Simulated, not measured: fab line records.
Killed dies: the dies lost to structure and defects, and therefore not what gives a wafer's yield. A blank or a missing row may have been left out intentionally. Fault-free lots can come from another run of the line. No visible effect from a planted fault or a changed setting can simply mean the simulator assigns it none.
fab line records	flow n5_finfet
[record] lots = 7	wafers = 20	last_day = 16
route steps=1938 shown BEOL_M3@981 BEOL_M4@1111 PASSIVATION@1936
lots untouched by any fault: they come from a run of this same line in which no faults occurred
start_h: hours from the record's opening day to when the first of the lot's shown wafers began	wait_h: hours from the lot's prior step to this one	" repeats the value in the row above	L1.1+2: several wafers, shown together as one row	- no value present, or no start provided	* or withheld: withheld	< > ~ a bound
route shown NAME@n: names a module that has steps shown in the file, with the first one's number in the route	usual: mean/standard deviation taken from wafers without a fault	same: alike in all rows	chamber/n: place in a boat	sites: per-site readings	_std_site: standard deviation across them	_edge_site: inner sites' mean taken away from outer sites' mean	radius_mm: how far each site lies from the wafer's centre	mask NAME#n: copy n	behind: tool/chamber where the wafer was last shaped	hold: why the lot was held/for how many hours/how that ended	device: names the non-switching transistor (n, p or np)	end of line: the route-end tests of the same wafers	where a step has no rows: the recipe by itself	killed: dies that structure and defects cost at the first sort, which is not the same as the wafer's yield	map: a wafer's dies, marking killed ones x, the rest . and places with no die _
set.NAME: the setting the step ran with; set.NAME@STEP: the setting that earlier step ran with	model.NAME: the simulator's own value behind a step, which no gauge read
certain route steps with their lots: each step a table, each wafer a row
services: when a tool's chamber went out of use (start_h, in hours from the record's first day, below 0 if earlier), for how many hours, and the reason
[[steps]]
[step N5_BEOL_M3_ETCH_41]
[recipe] chemistry = CH3F/O2	target = SiCN	target_depth_a = 299	taper_deg = 2	time_s = 52.5	ion_energy_ev = 120	mask_material = TiN	pressure_mtorr = 30	source_w = 395	bias_w = 75	Ar_flow_sccm = 150	CH3F_flow_sccm = 30	O2_flow_sccm = 20
[step N5_BEOL_M3_STRIP_97]
[recipe] chemistry = N2/H2	time_s = 10	power_w = 450	temp_c = 40	pressure_mtorr = 20	rf_frequency_hz = 6e+07	bias_power_w = 7	n2_flow_sccm = 200	h2_flow_sccm = 200
[usual] drypump_motor_current_A = 5.9/0.38	oes_product_au = 0.75/0.067	rf_vpp_V = 59.2/0.8	showerhead_plenum_p_Torr = 2.54/0.08	throttle_valve_pct = 23.6/0.31
lot.wafer	tool	chamber	start_h	wait_h	drypump_motor_current_A	oes_product_au	rf_hours_counter_h	rf_vpp_V	showerhead_plenum_p_Torr	throttle_valve_pct
L577.1	rie_diel-05	3	-	-	6.1	0.80	87	58.3	2.44	23.1
L577.4	"	3	"	"	6.1	0.81	-	59.4	2.44	23.1
L577.6	"	0	"	"	6.1	0.84	-	58.7	2.57	23.8
L579.2	rie_diel-02	1	-	-	6.0	0.78	107	58.4	2.45	24.1
L579.3	"	2	"	"	6.2	0.73	164	58.9	2.64	23.7
L579.5	"	2	"	"	6.3	0.73	-	59.4	2.64	23.8
L583.1	rie_diel-02	1	-	-	6.0	0.78	115	59.3	2.45	24.1
L583.5	"	1	"	"	6.0	0.78	-	58.3	2.45	24.2
L583.6	"	2	"	"	6.3	0.72	-	59.7	2.63	23.8
L585.2	rie_diel-04	0	-	-	5.3	0.71	197	58.9	2.42	23.6
L585.4	"	2	"	"	6.2	0.74	-	58.8	2.52	23.6
L585.5	"	1	"	"	5.2	0.88	-	60.1	2.59	23.6
L586.4	rie_diel-02	0	-	-	5.8	0.73	214	59.5	2.51	23.8
L586.5	"	3	"	"	5.8	0.71	-	59.6	2.50	23.6
L597.1	rie_diel-02	2	-	-	6.3	0.70	197	59.7	2.62	23.8
L597.5	"	1	"	"	6.0	0.76	-	58.5	2.44	24.2
L597.6	"	0	"	"	5.8	0.72	-	59.8	2.50	23.8
L599.3	rie_diel-05	0	-	-	6.1	0.80	100	58.0	2.55	23.8
L599.4	"	0	"	"	6.1	0.80	-	58.5	2.55	23.8
L599.5	"	3	"	"	6.1	0.77	-	58.9	2.42	23.2
[step N5_BEOL_M3_OCD_MEAS_38]
[usual] trench_depth_nm = 55.2/1
lot.wafer	tool	chamber	start_h	wait_h	trench_depth_nm
L577.1	ocd-01	-	145.31	-	55.3
L577.4	"	-	"	"	56.9
L577.6	"	-	"	"	56.3
L579.2	ocd-01	-	160.84	-	55.4
L579.3	"	-	"	"	54.8
L579.5	"	-	"	"	55.1
L583.1	ocd-02	-	186.00	-	55.9
L583.5	"	-	"	"	55.2
L583.6	"	-	"	"	55.2
L585.2	ocd-02	-	194.03	-	56.2
L585.4	"	-	"	"	56.1
L585.5	"	-	"	"	55.3
L586.4	ocd-01	-	204.73	-	55.4
L586.5	"	-	"	"	55.7
L597.1	ocd-01	-	273.26	-	54.8
L597.5	"	-	"	"	55.7
L597.6	"	-	"	"	55.9
L599.3	ocd-02	-	283.59	-	55.3
L599.4	"	-	"	"	56.0
L599.5	"	-	"	"	55.9
[step N5_BEOL_M3_HM_STRIP_39]
[recipe] chemistry = peroxide_tin_strip	material = TiN	target_depth_a = 250	temp_c = 50	time_s = 158
[step N5_BEOL_M3_SRD_40]
[recipe] time_s = 30	temp_c = 23	rinse_liquid = diw	dry = ipa_marangoni
[step N5_BEOL_M3_PRECLEAN_42]
[recipe] chemistry = residue_remover	time_s = 60	temp_c = 40
[step N5_BEOL_M3_SRD_43]
[recipe] time_s = 30	temp_c = 23	rinse_liquid = diw	dry = ipa_marangoni
[step N5_BEOL_M3_CD_MEAS_35]
[recipe] target_cd_nm = 18	target_cd_y_nm = 21	polarity = opening
[usual] cd_nm = 18.1/0.37
lot.wafer	tool	chamber	start_h	wait_h	cd_nm
L577.1	cd_sem-01	-	145.46	0.0	18.3
L577.4	"	-	"	"	18.5
L577.6	"	-	"	"	18.2
L579.2	cd_sem-01	-	160.99	0.0	18.6
L579.3	"	-	"	"	18.2
L579.5	"	-	"	"	18.6
L583.1	cd_sem-03	-	186.25	0.0	18.7
L583.5	"	-	"	"	18.6
L583.6	"	-	"	"	17.9
L585.2	cd_sem-02	-	194.28	0.0	18.0
L585.4	"	-	"	"	17.7
L585.5	"	-	"	"	17.3
L586.4	cd_sem-03	-	204.98	0.0	18.3
L586.5	"	-	"	"	18.5
L597.1	cd_sem-03	-	273.51	0.0	17.9
L597.5	"	-	"	"	17.3
L597.6	"	-	"	"	18.0
L599.3	cd_sem-01	-	283.74	0.0	17.5
L599.4	"	-	"	"	17.6
L599.5	"	-	"	"	17.6
[step N5_BEOL_M3_DEGAS_44]
[recipe] ambient = vacuum	temp_c = 250	time_s = 60
[usual] heater_power_w = 353/55
lot.wafer	tool	chamber	start_h	wait_h	heater_power_w
L577.1	pvd_sputter-02	-	145.87	0.4	325
L577.4	"	-	"	"	324
L577.6	"	-	"	"	330
L579.2	pvd_sputter-02	-	161.80	0.8	409
L579.3	"	-	"	"	328
L579.5	"	-	"	"	411
L583.1	pvd_sputter-02	-	186.50	0.3	326
L583.5	"	-	"	"	324
L583.6	"	-	"	"	319
L585.2	pvd_sputter-01	-	194.53	0.3	262
L585.4	"	-	"	"	435
L585.5	"	-	"	"	335
L586.4	pvd_sputter-02	-	205.05	0.1	331
L586.5	"	-	"	"	323
L597.1	pvd_sputter-02	-	273.77	0.3	331
L597.5	"	-	"	"	311
L597.6	"	-	"	"	411
L599.3	pvd_sputter-02	-	283.84	0.1	324
L599.4	"	-	"	"	418
L599.5	"	-	"	"	412
[step N5_BEOL_M3_PRE_CLEAN_45]
[recipe] gas = H2/He	time_s = 30	temp_c = 250
[usual] heater_power_w = 353/55
lot.wafer	tool	chamber	start_h	wait_h	heater_power_w
L577.1	pvd_sputter-02	-	145.91	0.0	330
L577.4	"	-	"	"	324
L577.6	"	-	"	"	327
L579.2	pvd_sputter-02	-	161.84	0.0	408
L579.3	"	-	"	"	319
L579.5	"	-	"	"	399
L583.1	pvd_sputter-02	-	186.54	0.0	324
L583.5	"	-	"	"	319
L583.6	"	-	"	"	317
L585.2	pvd_sputter-01	-	194.57	0.0	256
L585.4	"	-	"	"	423
L585.5	"	-	"	"	335
L586.4	pvd_sputter-02	-	205.09	0.0	327
L586.5	"	-	"	"	333
L597.1	pvd_sputter-02	-	273.81	0.0	325
L597.5	"	-	"	"	326
L597.6	"	-	"	"	408
L599.3	pvd_sputter-02	-	283.88	0.0	328
L599.4	"	-	"	"	410
L599.5	"	-	"	"	413
[step N5_BEOL_M3_ALD_84]
[recipe] material = TaN	target_thk_a = *	temp_c = 275	ald_precursor_family = PDMAT	ald_co_reactant = NH3	pressure_torr = 3	carrier_flow_sccm = 1500	pulse_time_s = 2	purge_time_s = 3	co_reactant_purge_time_s = 2	co_reactant_pulse_time_s = 3	ald_cycles = 30	precursor_vessel_temp_c = 75	precursor_vessel_pressure_torr = 26.25	precursor_vessel_carrier_sccm = 1000
[usual] heater_power_w = 418/50	precursor_vessel_carrier_sccm = 1000/3.1
lot.wafer	tool	chamber	start_h	wait_h	heater_power_w	precursor_vessel_carrier_sccm
L577.1	ald_metal-01	0	145.98	0.0	431	1002
L577.4	"	2	"	"	473	1005
L577.6	"	2	"	"	474	1004
L579.2	ald_metal-02	1	162.02	0.2	392	1000
L579.3	"	0	"	"	372	999
L579.5	"	3	"	"	362	1001
L583.1	ald_metal-02	2	186.60	0.0	477	1003
L583.5	"	0	"	"	369	1000
L583.6	"	3	"	"	362	1000
L585.2	ald_metal-01	0	194.73	0.1	439	999
L585.4	"	2	"	"	474	994
L585.5	"	3	"	"	388	1003
L586.4	ald_metal-03	0	205.15	0.0	376	995
L586.5	"	0	"	"	372	1001
L597.1	ald_metal-03	3	273.87	0.0	471	995
L597.5	"	2	"	"	390	1000
L597.6	"	1	"	"	485	999
L599.3	ald_metal-02	3	283.95	0.0	351	997
L599.4	"	1	"	"	390	999
L599.5	"	1	"	"	400	999
[step N5_BEOL_M3_SURFACE_TREAT_85]
[recipe] gas = Ar	time_s = *	ion_energy_ev = *	ion_current_ma_cm2 = 0.5	pressure_mtorr = *	ar_flow_sccm = 30
[usual] throttle_valve_pct = *
lot.wafer	tool	chamber	start_h	wait_h	throttle_valve_pct
L577.1	pvd_sputter-02	-	146.24	0.2	*
L577.4	"	-	"	"	*
L577.6	"	-	"	"	*
L579.2	pvd_sputter-03	-	162.85	0.7	*
L579.3	"	-	"	"	*
L579.5	"	-	"	"	*
L583.1	pvd_sputter-01	-	186.83	0.1	*
L583.5	"	-	"	"	*
L583.6	"	-	"	"	*
L585.2	pvd_sputter-02	-	195.03	0.2	*
L585.4	"	-	"	"	*
L585.5	"	-	"	"	*
L586.4	pvd_sputter-02	-	205.46	0.2	*
L586.5	"	-	"	"	*
L597.1	pvd_sputter-03	-	274.16	0.2	*
L597.5	"	-	"	"	*
L597.6	"	-	"	"	*
L599.3	pvd_sputter-03	-	284.18	0.1	*
L599.4	"	-	"	"	*
L599.5	"	-	"	"	*
[step N5_BEOL_M3_CVD_47]
[recipe] material = Co	target_thk_a = 30	temp_c = withheld	precursor = CCTBA/H2	pressure_torr = 30	time_s = 223.8
[usual] run_length_s = 246.6/0.39
lot.wafer	tool	chamber	start_h	wait_h	run_length_s
L577.1	cvd_co-02	1	146.35	0.1	246.4
L577.4	"	2	"	"	246.7
L577.6	"	1	"	"	245.9
L579.2	cvd_co-01	2	163.01	0.1	246.4
L579.3	"	0	"	"	246.8
L579.5	"	2	"	"	246.5
L583.1	cvd_co-01	1	186.92	0.1	191.2
L583.5	"	0	"	"	246.4
L583.6	"	1	"	"	246.6
L585.2	cvd_co-01	0	195.32	0.3	246.7
L585.4	"	2	"	"	190.6
L585.5	"	0	"	"	246.8
L586.4	cvd_co-01	1	205.68	0.2	190.5
L586.5	"	0	"	"	246.3
L597.1	cvd_co-02	0	274.28	0.1	246.8
L597.5	"	2	"	"	246.3
L597.6	"	1	"	"	245.8
L599.3	cvd_co-02	2	284.24	0.0	246.9
L599.4	"	2	"	"	246.6
L599.5	"	0	"	"	246.8
[step N5_BEOL_M3_SPUTTER_48]
[recipe] material = Cu	target_thk_a = 45	temp_c = -20	chamber_pressure_pa = 0.07	power_w = withheld	time_s = 8.29
[step N5_BEOL_M4_RC_MEAS_101]
[usual] DIBL_N = 36.3/1.7	DIBL_P = 36.5/1.8	IOFF_N = 0.16/0.033	IOFF_P = 0.21/0.037	ION_N = 675/11	ION_P = 462/7.9	SS_N = 71.6/0.64	SS_P = 73.3/0.68	VT_N = 249/3.3	VT_P = -250/3.3
lot.wafer	tool	chamber	start_h	wait_h	DIBL_N[mV/V]	DIBL_P[mV/V]	IOFF_N[nA/um]	IOFF_P[nA/um]	ION_N[uA/um]	ION_P[uA/um]	SS_N[mV/dec]	SS_P[mV/dec]	VT_N[mV]	VT_P[mV]
L577.1	prober-01	0	159.31	0.0	35.6	37.3	0.15	0.20	666	452	71.2	73.1	252	-253
L577.4	"	0	"	"	35.2	36.0	0.15	0.19	667	453	71.4	72.6	249	-252
L577.6	"	0	"	"	36.0	37.2	0.15	0.20	661	453	72.1	73.0	253	-255
L579.2	prober-01	0	175.55	0.2	35.6	35.6	0.13	0.20	666	458	71.0	73.5	254	-250
L579.3	"	0	"	"	35.3	35.5	0.13	0.20	659	456	70.8	73.4	255	-252
L579.5	"	0	"	"	35.4	35.7	0.13	0.20	668	459	70.8	73.3	253	-251
L583.1	prober-01	0	202.13	0.0	36.6	38.1	0.19	0.25	701	478	72.2	74.2	244	-247
L583.5	"	0	"	"	38.7	40.4	0.23	0.30	704	477	71.8	73.9	241	-246
L583.6	"	0	"	"	35.0	35.7	0.15	0.20	672	461	71.6	73.2	248	-252
L585.2	prober-02	0	207.73	0.2	32.4	33.5	0.11	0.17	654	456	70.4	72.3	255	-253
L585.4	"	0	"	"	35.0	35.8	0.14	0.20	661	460	71.8	73.1	250	-249
L585.5	"	0	"	"	36.4	37.2	0.16	0.22	660	454	72.8	73.6	248	-251
L586.4	prober-02	0	224.24	0.6	36.8	36.9	0.14	0.19	669	451	71.4	73.1	253	-252
L586.5	"	0	"	"	36.0	36.4	0.13	0.17	657	448	70.8	72.8	250	-257
L597.1	prober-02	0	287.94	0.0	35.1	35.5	0.16	0.19	689	469	72.3	73.0	248	-250
L597.5	"	0	"	"	34.9	34.7	0.15	0.19	681	466	70.9	72.8	250	-249
L597.6	"	0	"	"	33.3	33.1	0.13	0.17	679	465	70.6	73.0	251	-254
L599.3	prober-02	0	298.49	0.3	40.3	39.9	0.24	0.24	693	461	73.0	74.6	246	-254
L599.4	"	0	"	"	40.2	39.7	0.24	0.24	703	466	72.2	74.6	243	-249
L599.5	"	0	"	"	36.1	35.1	0.14	0.17	676	458	71.3	72.9	251	-250
[step N5_PASSIVATION_PROBE_49]
[usual] defect_limited_yield = 91.3/1.5	killed_at_M0_to_M3 = 34/9.4	killed_at_M4_up = 13/5.3	killed_at_contacts = 13/5.7	killed_at_front_end = 40/10	killed_at_other = 3.7/2.8	killed_dies = 103/17	killed_on_rim = 13/4.2	killed_open = 67/13	killed_short = 35/8.5	sort_bin_5_function = 5.0/0.98	sort_bin_6_memory = 3.3/0.7	sort_n_pass = 1077/17	sort_yield_pct = 91.3/1.5
[same] gross_dies = 1180	killed_at_back_side = 0	sort_bin_4_leakage[%] = 0	sort_bin_8_speed[%] = 0
lot.wafer	tool	chamber	start_h	wait_h	defect_limited_yield[%]	killed_at_M0_to_M3	killed_at_M4_up	killed_at_contacts	killed_at_front_end	killed_at_other	killed_dies	killed_on_rim	killed_open	killed_short	sort_bin_5_function[%]	sort_bin_6_memory[%]	sort_n_pass	sort_yield_pct[%]
L585.2	prober-01	-	316.09	0.1	89.3	32	18	18	57	1	126	19	73	49	7.4	2.3	1054	89.3
L585.4	prober-01	-	316.19	0.2	92.8	20	14	14	34	3	85	9	51	32	4.0	3.1	1095	92.8
L585.5	prober-01	-	316.24	0.2	90.1	22	25	24	45	1	117	18	79	36	6.3	3.4	1063	90.1
// killed by level:class
L585.2 FIN_SAQP:geometric_particle:short=19 MOL_CONTACT_COAG:geometric_particle:open=12 BEOL_M3:geometric_particle:open=11 BEOL_M0_SAQP:geometric_particle:open=7 FIN_SAQP:geometric_particle:open=6 MOL_CONTACT_COAG:geometric_particle:short=6 BEOL_M0_SAQP:geometric_particle:short=6 STI_FIN_REVEAL:geometric_particle:open=5
L585.4 MOL_CONTACT_COAG:geometric_particle:open=9 FIN_SAQP:geometric_particle:short=8 BEOL_M0_SAQP:geometric_particle:short=6 DUMMY_GATE:geometric_particle:open=5 MOL_CONTACT_COAG:geometric_particle:short=5 BEOL_M2:geometric_particle:open=5 FIN_SAQP:geometric_particle:open=4 STI_FIN_REVEAL:geometric_particle:open=4
L585.5 MOL_CONTACT_COAG:geometric_particle:open=19 BEOL_M4:geometric_particle:open=13 FIN_SAQP:geometric_particle:short=12 FIN_SAQP:geometric_particle:open=8 BEOL_M3:geometric_particle:open=7 ILD0:geometric_particle:open=6 MOL_CONTACT_COAG:geometric_particle:short=5 BEOL_M2:geometric_particle:open=5
[[services]]
tool	chamber	start_h	hours	kind
pvd_sputter-03	-	121.68	0.6	repair
pvd_sputter-02	-	124.42	3.5	repair
ald_metal-02	2	136.13	25.2	repair
rie_diel-05	1	139.32	17.3	repair
rie_diel-02	3	143.02	4.5	repair
rie_diel-04	0	150.47	3.8	repair
rie_diel-02	3	155.23	9.1	repair
cvd_co-01	-	169.85	0.7	repair
cvd_co-02	-	170.89	1.5	repair
rie_diel-04	2	180.80	8.5	repair
ald_metal-03	-	181.49	2.8	pm
ald_metal-01	-	217.42	8.7	pm
cvd_co-02	-	219.85	1.3	repair
ald_metal-01	3	227.22	2.6	repair
rie_diel-04	1	229.69	7.4	repair
ald_metal-03	2	231.99	5.6	repair
cvd_co-01	1	239.62	15.0	repair
ald_metal-03	-	252.44	0.6	repair
rie_diel-05	3	265.18	6.2	repair
rie_diel-04	-	273.42	14.6	pm
pvd_sputter-03	-	278.15	5.5	repair
rie_diel-02	0	279.54	8.0	repair
ald_metal-01	3	280.37	2.7	repair
ald_metal-01	-	281.92	2.0	repair
[[key]]
[first_sign] step = N5_BEOL_M3_CVD_47	reading = run_length_s	direction = down	sigmas = 99+	usual = *	struck = *
effect none on later readings
met_at N5_BEOL_M3_CVD_47
struck_wafers L583.1,L585.4,L586.4
onset_between 163.01 186.92
[fault] kind = process_parameter_drift	tool = cvd_co-01	chamber = -	onset_h = 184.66	steps = N5_BEOL_M3_CVD_47	channel = time_s	offset = *	shape = step	end_h = 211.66	scope = struck_wafers_only	acts_in = *	stated = *
